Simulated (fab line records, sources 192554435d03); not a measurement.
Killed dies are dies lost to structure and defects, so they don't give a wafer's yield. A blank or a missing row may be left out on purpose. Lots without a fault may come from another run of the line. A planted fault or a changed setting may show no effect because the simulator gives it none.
Chamber matching | flow n5_finfet | N5_BEOL_M5_CURE_80 on uv_cure-03: 3 sister chambers
The step cures SiCOH lowk, time 120 s. 6 wafers are shown with their chamber, then 7 later ones without.

WAFERS WITH THEIR CHAMBER
wafer  | chamber | wafer_temp_C_max | lamp_power_pct (%)
L075.3 | 0       | 372.3            | 52.34
L075.6 | 0       | 371.7            | 52.38
L090.4 | 2       | 371.0            | 52.29
L090.5 | 2       | 371.7            | 52.30
L093.1 | 1       | 371.4            | 52.28
L093.4 | 1       | 371.3            | 52.31

WAFERS WITHOUT THEIR CHAMBER
wafer  | wafer_temp_C_max | lamp_power_pct (%)
L093.6 | 371.2            | 52.34
L095.2 | 371.5            | 52.39
L095.3 | 371.3            | 52.38
L095.4 | 371.4            | 52.36
L096.3 | 370.9            | 52.27
L096.4 | 371.4            | 52.36
L096.5 | 371.2            | 52.35

WHICH CHAMBER EACH WENT THROUGH
wafer  | from the rows above          | in truth
L093.6 | can't be placed: 1 or 2 or 0 | 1
L095.2 | 0                            | 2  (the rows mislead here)
L095.3 | 0                            | 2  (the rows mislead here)
L095.4 | can't be placed: 0 or 1 or 2 | 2
L096.3 | can't be placed: 1 or 2      | 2
L096.4 | can't be placed: 0 or 1 or 2 | 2
L096.5 | can't be placed: 0 or 1 or 2 | 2
Placed correctly: 0 of 7. Can't be placed from these rows: 5 (the true chamber is among the candidates in 5). Placed wrongly: 2.
How it was worked out, from the rows above alone: a wafer's distance from a chamber is the root of the sum, over the readings, of the square of ((its reading less the chamber's mean) divided by the reading's scatter). The wafer belongs to the nearest chamber; if the next one is less than 2 further off, it can't be placed. A chamber's mean is the mean of its shown wafers. The scatter: the root of (the sum of the squares of (reading less its chamber's mean) over the shown wafers, divided by (wafers less chambers)).
